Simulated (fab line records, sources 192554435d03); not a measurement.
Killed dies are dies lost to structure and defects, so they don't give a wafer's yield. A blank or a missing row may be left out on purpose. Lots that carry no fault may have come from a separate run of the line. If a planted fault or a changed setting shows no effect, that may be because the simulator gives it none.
Chamber matching	flow n5-finfet	N5_DUMMY_GATE_ETCH_29 on rie-diel-05 has 4 sister chambers
The step etches underlayer in N2/H2, target depth 13 nm. 8 wafers are shown with their chamber, then 11 later ones without.

## WAFERS WITH THEIR CHAMBER
wafer	chamber	drypump-motor-current-A (A)	throttle-valve-pct (%)
L082.5	1	5.90	17.41
L083.5	1	5.89	17.40
L084.1	0	6.13	17.94
L084.6	3	6.03	17.91
L085.2	3	6.02	17.91
L085.4	2	5.48	17.76
L085.5	0	6.07	17.97
L086.2	2	5.47	17.77

## WAFERS MISSING THEIR CHAMBER
wafer	drypump-motor-current-A (A)	throttle-valve-pct (%)
L086.3	6.09	17.95
L086.6	5.88	17.39
L090.2	5.87	17.43
L090.3	6.09	17.97
L090.5	6.04	17.93
L092.1	5.49	17.77
L092.2	5.89	17.41
L092.3	6.03	17.95
L097.2	5.90	17.44
L097.4	6.01	17.97
L097.5	5.49	17.81

## WHICH CHAMBER EACH WENT THROUGH
wafer	from the rows above	in truth
L086.3	0	0
L086.6	1	1
L090.2	1	1
L090.3	0	0
L090.5	can't be placed: 3 or 0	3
L092.1	2	2
L092.2	1	1
L092.3	can't be placed: 0 or 3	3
L097.2	1	1
L097.4	can't be placed: 0 or 3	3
L097.5	2	2
Correctly placed: 8 of 11. Not placeable from these rows: 3 (in 3, the candidates include the true chamber). Placed wrongly: 0.
How it was worked out, from the rows above alone: a wafer's distance from a chamber is the root of the sum, over the readings, of the square of ((its reading less the chamber's mean) divided by the reading's scatter). If the next closest chamber is less than 2 further off than the closest, the wafer can't be placed; otherwise it belongs to the closest. The mean given for a chamber averages the wafers shown for that chamber. How the scatter is found: for the shown wafers, subtract from each reading the mean of its chamber, square and add these, divide the total by (wafers less chambers), then take the root.
